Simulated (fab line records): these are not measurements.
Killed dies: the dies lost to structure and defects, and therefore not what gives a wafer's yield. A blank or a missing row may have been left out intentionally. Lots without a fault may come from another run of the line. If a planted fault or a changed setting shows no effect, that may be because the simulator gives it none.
fab line records -- flow nandHarc
record: lots: 7, wafers: 20, lastDay: 32
route steps=1302 shown A_BLC@1109 END@1302
lots that met no fault: taken from a fault-free run of the same line
startH: hours from the record's first day to the start of the lot's first wafer shown -- waitH: time in hours since the lot's previous step -- " same as the row above -- L1.1+2: one row covering several wafers at once -- - no value, or no start was given -- * or withheld: withheld -- < > ~ a bound
route shown NAME@n: a module of which the file shows steps, and the number in the route of the first -- usual: mean and standard deviation over wafers with no fault -- same: alike in all rows -- chamber/n: place in a boat -- sites: each site's reading -- _std_site: how widely they spread, as a standard deviation -- _edge_site: outer sites' mean less inner sites' -- radiusMm: for every site, how far away it sits from the centre of the wafer -- mask NAME#n: copy n -- behind: the tool/chamber that last shaped the wafer -- hold: why the lot was held/for how many hours/how that ended -- device: transistor that didn't switch, given as n, p or np -- end of line: the route-end tests of the same wafers -- a step given without rows: its recipe and nothing more -- killed: dies lost to structure and defects at the first sort, not the wafer's yield -- map: a wafer's dies, x killed, . not, _ none there
set.NAME: the run value of the setting; set.NAME@STEP: its run value at that earlier step -- model.NAME: the simulator's own value behind a step, which no gauge read
certain route steps with their lots: each step a table, each wafer a row
services: a tool's chamber out of use, with start hour (startH, from the record's first day; less than 0 if before it), hours out, and reason
== steps ==
step: NHARC_A_BLC_COAT_02
recipe: tempC: 260, timeS: 75
step: NHARC_A_BLC_COAT_03
recipe: tempC: 225, timeS: 65
step: NHARC_A_BLC_COAT_04
recipe: spinRpm: 1500, resistThkNm: 90
step: NHARC_A_BLC_SOFTBAKE_05
recipe: tempC: 105, timeS: 55
step: NHARC_A_BLC_EBR_06
step: NHARC_A_BLC_EXPOSE_07
recipe: na: 1.35, targetCdNm: 100, doseMj: 67.97, maskId: A_BLC
step: NHARC_A_BLC_PEB_08
recipe: pebTempC: 100, pebTimeS: 65
step: NHARC_A_BLC_DEVELOP_09
recipe: developTimeS: 35, devTempC: 23
step: NHARC_A_BLC_CD_MEAS_10
recipe: targetCdNm: 100, landingEnergyEv: 500
usual: cdNm: 100.1/0.66
lot.wafer,tool,chamber,startH,waitH,cdNm
L404.1,cdSem-03,0,584.21,-,100.3
L404.2,cdSem-03,0,584.21,-,100.1
L404.3,cdSem-03,0,584.21,-,100.6
L406.1,cdSem-02,0,604.16,-,99.4
L406.2,cdSem-02,0,604.16,-,99.4
L406.5,cdSem-02,0,604.16,-,100.5
L409.1,cdSem-03,0,605.26,-,100.2
L409.4,cdSem-03,0,605.26,-,99.7
L409.5,cdSem-03,0,605.26,-,99.5
L413.1,cdSem-02,0,641.20,-,100.1
L413.6,cdSem-02,0,641.20,-,100.4
L414.1,cdSem-02,0,670.16,-,100.2
L414.4,cdSem-02,0,670.16,-,98.5
L414.6,cdSem-02,0,670.16,-,98.8
L419.1,cdSem-03,0,710.83,-,99.4
L419.2,cdSem-03,0,710.83,-,99.9
L419.6,cdSem-03,0,710.83,-,99.5
L420.1,cdSem-02,0,717.92,-,100.3
L420.5,cdSem-02,0,717.92,-,100.0
L420.6,cdSem-02,0,717.92,-,100.2
step: NHARC_A_BLC_OVL_MEAS_11
usual: overlayXNm: 0.3/0.78, overlayYNm: 0.0/0.97
lot.wafer,tool,chamber,startH,waitH,overlayXNm,overlayYNm
L404.1,overlay-02,-,584.29,-,0.9,0.4
L404.2,overlay-02,-,584.29,-,0.3,0.7
L404.3,overlay-02,-,584.29,-,0.4,0.6
L406.1,overlay-02,-,604.25,-,-0.6,-1.2
L406.2,overlay-02,-,604.25,-,-1.4,-0.6
L406.5,overlay-02,-,604.25,-,-1.6,-1.2
L409.1,overlay-02,-,605.35,-,0.1,1.7
L409.4,overlay-02,-,605.35,-,0.3,1.8
L409.5,overlay-02,-,605.35,-,0.6,1.4
L413.1,overlay-01,-,641.29,-,0.2,0.4
L413.6,overlay-01,-,641.29,-,0.5,0.5
L414.1,overlay-01,-,670.25,-,0.7,-1.3
L414.4,overlay-01,-,670.25,-,0.6,-1.0
L414.6,overlay-01,-,670.25,-,0.6,-1.5
L419.1,overlay-01,-,710.92,-,0.3,0.1
L419.2,overlay-01,-,710.92,-,0.5,-0.1
L419.6,overlay-01,-,710.92,-,-0.4,0.0
L420.1,overlay-01,-,718.00,-,0.1,-1.1
L420.5,overlay-01,-,718.00,-,1.0,-1.1
L420.6,overlay-01,-,718.00,-,1.3,-1.3
step: NHARC_A_BLC_INSPECT_12
usual: rawDefectCount: 94/34
lot.wafer,tool,chamber,startH,waitH,rawDefectCount
L404.1,defectInspect-01,-,584.33,0.0,74
L404.2,defectInspect-01,-,584.33,0.0,73
L404.3,defectInspect-01,-,584.33,0.0,92
L406.1,defectInspect-01,-,604.29,0.0,125
L406.2,defectInspect-01,-,604.29,0.0,138
L406.5,defectInspect-01,-,604.29,0.0,109
L409.1,defectInspect-01,-,605.38,0.0,82
L409.4,defectInspect-01,-,605.38,0.0,71
L409.5,defectInspect-01,-,605.38,0.0,76
L413.1,defectInspect-02,-,641.33,0.0,112
L413.6,defectInspect-02,-,641.33,0.0,94
L414.1,defectInspect-01,-,670.29,0.0,144
L414.4,defectInspect-01,-,670.29,0.0,138
L414.6,defectInspect-01,-,670.29,0.0,160
L419.1,defectInspect-01,-,710.95,0.0,109
L419.2,defectInspect-01,-,710.95,0.0,111
L419.6,defectInspect-01,-,710.95,0.0,101
L420.1,defectInspect-02,-,718.04,0.0,83
L420.5,defectInspect-02,-,718.04,0.0,84
L420.6,defectInspect-02,-,718.04,0.0,69
step: NHARC_A_BLC_DESCUM_15
recipe: timeS: 3, o2FlowSccm: 200, arFlowSccm: 0, biasPowerW: 0, chemistry: O2
usual: chamberPressureMTorr: 60.01/0.054, drypumpMotorCurrentA: 5.7/0.51, oesProductAu: 1.002/0.0084, rfVppV: 57.7/0.82, showerheadPlenumPTorr: 1.90/0.075, throttleValvePct: 11.311/0.0091
lot.wafer,tool,chamber,startH,waitH,chamberPressureMTorr,drypumpMotorCurrentA,oesProductAu,rfHoursCounterH,rfVppV,showerheadPlenumPTorr,throttleValvePct
L404.2,rieDiel-04,0,584.39,0.1,60.04,4.9,1.010,2,58.4,1.97,11.310
L404.1,rieDiel-04,1,584.39,0.1,59.94,5.7,1.000,2,58.8,1.97,11.316
L404.3,rieDiel-04,3,584.39,0.1,60.01,6.5,1.003,2,57.1,1.83,11.310
L406.2,rieDiel-04,2,604.35,0.1,60.03,5.5,0.992,4,57.9,1.89,11.309
L406.1,rieDiel-04,3,604.35,0.1,60.00,6.5,0.995,4,57.5,1.83,11.324
L406.5,rieDiel-04,2,604.35,0.1,60.05,5.5,0.994,-,56.3,1.89,11.323
L409.1,rieDiel-04,0,605.46,0.1,60.06,4.9,1.011,4,58.6,1.97,11.299
L409.4,rieDiel-04,1,605.46,0.1,59.98,5.7,1.004,4,58.0,1.97,11.293
L409.5,rieDiel-04,3,605.46,0.1,59.97,6.5,0.995,-,58.7,1.83,11.309
L413.1,rieDiel-04,3,641.41,0.1,59.99,6.5,0.999,7,59.4,1.83,11.333
L413.6,rieDiel-04,0,641.41,0.1,60.06,4.9,1.008,-,58.3,1.97,11.302
L414.4,rieDiel-07,2,670.36,0.1,60.00,5.6,0.995,1,57.5,1.84,11.302
L414.1,rieDiel-07,3,670.36,0.1,60.11,6.5,1.005,1,58.4,2.04,11.299
L414.6,rieDiel-07,1,670.36,0.1,59.98,5.3,1.025,-,57.6,1.83,11.315
L419.2,rieDiel-13,0,711.01,0.1,59.97,6.2,1.001,1,57.5,1.87,11.301
L419.1,rieDiel-13,3,711.01,0.1,60.00,5.4,0.997,1,58.5,1.96,11.312
L419.6,rieDiel-13,0,711.01,0.1,59.97,6.2,1.003,-,58.2,1.87,11.310
L420.1,rieDiel-04,3,718.10,0.1,60.02,6.5,1.008,0,57.7,1.83,11.301
L420.6,rieDiel-04,3,718.10,0.1,60.01,6.5,1.000,-,58.1,1.83,11.297
L420.5,rieDiel-04,0,718.10,0.1,60.05,4.9,1.019,-,57.4,1.97,11.315
step: NHARC_A_BLC_ETCH_16
recipe: targetDepthA: 390, overEtchFrac: 0.3, timeS: 65, ionEnergyEv: 80, cf4FlowSccm: 150, arFlowSccm: 0, rfW: 300, biasW: 100, chemistry: CF4
usual: chamberPressureMTorr: 50.00/0.055, drypumpMotorCurrentA: 5.7/0.53, oesProductAu: 1.001/0.0079, rfVppV: 151.2/1.2, runLengthS: 86.3/0.58, showerheadPlenumPTorr: 1.76/0.065, throttleValvePct: 13.283/0.0094
lot.wafer,tool,chamber,startH,waitH,chamberPressureMTorr,drypumpMotorCurrentA,oesProductAu,rfHoursCounterH,rfVppV,runLengthS,showerheadPlenumPTorr,throttleValvePct
L404.3,rieDiel-04,3,584.48,0.1,49.99,6.5,0.998,2,150.4,85.7,1.70,13.287
L404.1,rieDiel-04,1,584.48,0.1,50.03,5.7,1.003,2,152.8,85.9,1.82,13.275
L404.2,rieDiel-04,2,584.48,0.1,50.00,5.5,0.991,2,150.9,86.1,1.75,13.287
L406.2,rieDiel-04,2,604.45,0.1,49.98,5.5,0.991,4,151.5,86.6,1.75,13.280
L406.1,rieDiel-04,3,604.45,0.1,49.95,6.5,0.992,4,150.6,69.1,1.70,13.285
L406.5,rieDiel-04,0,604.45,0.1,49.92,4.9,1.008,-,151.2,87.2,1.82,13.290
L409.1,rieDiel-04,2,605.53,0.1,49.95,5.5,0.997,4,151.8,69.3,1.75,13.288
L409.4,rieDiel-04,3,605.53,0.1,49.99,6.5,0.998,4,150.1,68.9,1.70,13.275
L409.5,rieDiel-04,2,605.53,0.1,50.04,5.5,0.995,-,151.7,86.5,1.75,13.294
L413.1,rieDiel-04,3,641.47,0.1,50.06,6.5,0.995,7,150.6,69.0,1.70,13.295
L413.6,rieDiel-04,3,641.47,0.1,50.09,6.5,0.982,-,150.0,85.5,1.70,13.294
L414.4,rieDiel-07,3,670.44,0.1,50.07,6.5,1.011,1,153.3,86.5,1.87,13.276
L414.1,rieDiel-07,1,670.44,0.1,50.04,5.3,1.012,1,150.0,86.7,1.69,13.301
L414.6,rieDiel-07,3,670.44,0.1,50.00,6.5,1.002,-,153.8,86.4,1.87,13.291
L419.1,rieDiel-13,2,711.10,0.1,50.00,5.2,1.001,1,148.9,85.9,1.66,13.270
L419.2,rieDiel-13,1,711.10,0.1,50.00,6.3,0.999,1,153.1,85.8,1.91,13.289
L419.6,rieDiel-13,3,711.10,0.1,50.06,5.4,1.005,-,151.2,86.2,1.81,13.285
L420.1,rieDiel-04,0,718.19,0.1,49.94,4.9,1.013,0,151.8,87.0,1.82,13.289
L420.6,rieDiel-04,0,718.19,0.1,49.99,4.9,1.000,-,152.0,87.4,1.82,13.271
L420.5,rieDiel-04,1,718.19,0.1,49.97,5.7,1.003,-,150.6,85.7,1.82,13.296
step: NHARC_A_BLC_ETCH_17
recipe: targetDepthA: 3900, overEtchFrac: 0.25, timeS: 609.38, ionEnergyEv: 200, n2FlowSccm: 150, h2FlowSccm: 150, arFlowSccm: 0, rfW: 400, biasW: 150, chemistry: N2/H2
usual: chamberPressureMTorr: 29.998/0.027, drypumpMotorCurrentA: 5.7/0.51, oesProductAu: 1.002/0.0083, rfVppV: 430.2/2.3, runLengthS: 630.7/0.58, showerheadPlenumPTorr: 2.03/0.082, throttleValvePct: 14.172/0.0092
lot.wafer,tool,chamber,startH,waitH,chamberPressureMTorr,drypumpMotorCurrentA,oesProductAu,rfHoursCounterH,rfVppV,runLengthS,showerheadPlenumPTorr,throttleValvePct
L404.3,rieDiel-04,0,-,-,30.013,4.9,1.004,3,432.6,631.5,2.10,14.168
L404.2,rieDiel-04,2,-,-,30.005,5.5,1.008,2,429.9,630.6,2.02,14.166
L404.1,rieDiel-04,3,-,-,30.049,6.5,0.995,3,428.9,630.0,1.95,14.175
L406.1,rieDiel-04,2,-,-,30.029,5.6,0.993,4,429.9,630.9,2.02,14.185
L406.2,rieDiel-04,0,-,-,30.017,4.9,0.998,4,431.8,631.2,2.10,14.167
L406.5,rieDiel-04,3,-,-,30.041,6.5,1.000,-,426.9,630.4,1.95,14.157
L409.1,rieDiel-04,1,-,-,30.043,5.7,0.990,4,432.6,629.7,2.10,14.179
L409.4,rieDiel-04,0,-,-,30.024,4.9,1.008,4,431.5,631.2,2.10,14.175
L409.5,rieDiel-04,1,-,-,30.012,5.7,0.992,-,433.7,629.9,2.10,14.162
L413.1,rieDiel-04,2,-,-,30.028,5.5,0.995,6,430.3,630.9,2.01,14.176
L413.6,rieDiel-04,2,-,-,29.961,5.5,0.997,-,430.8,630.8,2.01,14.171
L414.4,rieDiel-07,0,-,-,29.986,6.0,1.012,1,427.9,630.2,1.95,14.175
L414.1,rieDiel-07,2,-,-,30.016,5.6,0.986,1,429.5,630.5,1.96,14.190
L414.6,rieDiel-07,1,-,-,30.020,5.3,1.010,-,427.1,630.9,1.95,14.169
L419.1,rieDiel-13,0,-,-,30.054,6.2,1.003,1,428.5,631.4,1.99,14.174
L419.2,rieDiel-13,1,-,-,30.004,6.3,1.002,1,434.7,630.2,2.22,14.184
L419.6,rieDiel-13,0,-,-,29.967,6.2,1.005,-,428.6,631.2,1.99,14.161
L420.1,rieDiel-04,0,-,-,30.001,4.9,1.010,0,430.9,631.2,2.10,14.174
L420.6,rieDiel-04,1,-,-,29.998,5.7,1.014,-,433.0,629.9,2.10,14.166
L420.5,rieDiel-04,2,-,-,29.937,5.5,1.013,-,428.6,630.9,2.01,14.173
step: NHARC_END_SORT_01
recipe: tempC: 25
usual: killedAtArray: 53/18, killedAtOther: 1.0/1.2, killedAtPeriphery: 3.6/2.4, killedDies: 58/18, killedOpen: 3.4/1.8, killedShort: 2.3/1.5
same: grossDies: 677
lot.wafer,tool,chamber,startH,waitH,killedAtArray,killedAtOther,killedAtPeriphery,killedDies,killedOpen,killedShort
L406.1,prober-01,0,643.86,2.5,116,0,2,118,5,2
L409.1,prober-02,0,651.62,2.5,91,0,5,96,3,0
L409.4,prober-02,0,653.99,3.4,85,0,10,95,4,3
L413.1,prober-02,0,683.76,2.5,94,4,7,105,5,2
killed by level:class
L406.1 A_BLC:areaEtch=43 A_CHANNEL_HOLE_D1:chamberFilmFlake=37 A_SLIT:chamberFilmFlake=15 A_CHANNEL_HOLE_D2:chamberFilmFlake=6 A_CONTACT:chamberFilmFlake=4 A_ONON_D1:geometricParticle:open=3 A_STAIRCASE:chamberFilmFlake=2 P_M0:geometricParticle:open=1
L409.1 A_BLC:areaEtch=52 A_SLIT:chamberFilmFlake=20 A_CHANNEL_HOLE_D2:chamberFilmFlake=12 P_ZERO_WELL:chamberFilmFlake=2 A_DECK1_JOINT:chamberFilmFlake=2 A_CONTACT:chamberFilmFlake=2 P_GATE:geometricParticle:open=1 A_SGD_CUT:geometricParticle:open=1
L409.4 A_BLC:areaEtch=44 A_SLIT:chamberFilmFlake=16 A_CHANNEL_HOLE_D2:chamberFilmFlake=8 A_CONTACT:chamberFilmFlake=5 A_CHANNEL_HOLE_D1:chamberFilmFlake=4 P_CONTACT:chamberFilmFlake=3 P_M2:chamberFilmFlake=3 A_DECK1_JOINT:chamberFilmFlake=2
L413.1 A_CHANNEL_HOLE_D1:chamberFilmFlake=41 A_BLC:areaEtch=19 A_CHANNEL_HOLE_D2:chamberFilmFlake=13 A_SLIT:chamberFilmFlake=7 THIN_TSV:chamberFilmFlake=4 P_GATE:chamberFilmFlake=3 A_CHANNEL_FILL_D2:chamberFilmFlake=3 A_ONON_D1:geometricParticle:short=2
== services ==
tool,chamber,startH,hours,kind
rieDiel-04,0,565.41,-,clean
rieDiel-04,1,565.41,-,clean
rieDiel-04,2,565.41,-,clean
rieDiel-04,3,565.41,-,clean
rieDiel-07,2,581.58,6.3,repair
rieDiel-04,0,589.91,-,clean
rieDiel-04,1,589.91,-,clean
rieDiel-04,2,589.91,-,clean
rieDiel-04,3,589.91,-,clean
rieDiel-04,0,614.41,-,clean
rieDiel-04,1,614.41,-,clean
rieDiel-04,2,614.41,-,clean
rieDiel-04,3,614.41,-,clean
rieDiel-04,0,638.91,-,clean
rieDiel-04,1,638.91,-,clean
rieDiel-04,2,638.91,-,clean
rieDiel-04,3,638.91,-,clean
rieDiel-07,-,648.33,9.0,pm
rieDiel-04,0,663.41,-,clean
rieDiel-04,1,663.41,-,clean
rieDiel-04,2,663.41,-,clean
rieDiel-04,3,663.41,-,clean
rieDiel-13,-,698.90,9.0,pm
rieDiel-04,-,708.91,9.0,pm
== key ==
firstSign: step: NHARC_A_BLC_ETCH_16, reading: runLengthS, direction: down, sigmas: 30, usual: *, struck: *
effect: step: NHARC_END_SORT_01, reading: killedDies, direction: up, sigmas: 2.5, usual: 58, struck: 104, wafersMoved: 3
moreKillsBornAt: NHARC_A_BLC_ETCH_16@rieDiel-04: 158
metAt NHARC_A_BLC_ETCH_16
struckWafers L406.1,L409.1,L409.4,L413.1
testerLeftOut L406,L409,L413
onsetBetween 584.48 604.45
fault: kind: processParameterDrift, tool: rieDiel-04, chamber: -, onsetH: 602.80, steps: NHARC_A_BLC_ETCH_16, channel: timeS, offset: *, shape: step, endH: 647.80, scope: struckWafersOnly, actsIn: *, stated: *
testerLeftOut: of these lots the tester's yield and bins aren't shown, on N5 and GAA mostly nor the transistor test; their killed dies are dies lost to structure and defects alone, not to doping, threshold or leakage, so they don't give the yield
